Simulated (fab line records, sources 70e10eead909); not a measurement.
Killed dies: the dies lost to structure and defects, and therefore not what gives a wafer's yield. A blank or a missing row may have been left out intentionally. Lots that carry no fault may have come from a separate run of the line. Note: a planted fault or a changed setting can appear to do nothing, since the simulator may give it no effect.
Matching of chambers ; flow nand harc ; NHARC_A_BONDPAD_ETCH_34 on rie diel-04 has 4 sister chambers
The step etches the open film in N2/H2, target depth 60 nm, overetch 18 nm, time 65.91 s. 4 wafers are shown with their chamber, then 8 later ones without.

== WAFERS PAIRED WITH THEIR CHAMBERS ==
wafer;chamber;drypump motor current A (A)
L394.4;1;5.7
L399.6;0;5.2
L402.6;2;5.9
L405.1;3;6.3

== WAFERS WITHOUT THEIR CHAMBER ==
wafer;drypump motor current A (A)
L405.4;5.2
L405.6;5.2
L403.1;5.3
L403.2;5.7
L403.3;6.3
L406.3;5.3
L406.4;5.7
L406.6;5.9

== CHAMBER TAKEN BY EACH ==
wafer;from the rows above;in truth
L405.4;0;0
L405.6;0;0
L403.1;0;0
L403.2;1;1
L403.3;3;3
L406.3;0;0
L406.4;1;1
L406.6;2;2
Correct placement for 8 of the 8. Number that these rows cannot place: 0. Placed wrongly: 0.
How it was worked out, from the rows above alone: a wafer's distance from a chamber is the root of the sum, over the readings, of the square of ((its reading less the chamber's mean) divided by the reading's scatter). The wafer belongs to the nearest chamber; if the next one is less than 2 further off, it can't be placed. A chamber's mean is the mean of its shown wafers. The scatter: root of mean squared gap, hidden wafer to nearest shown wafer, with one shown wafer a chamber.
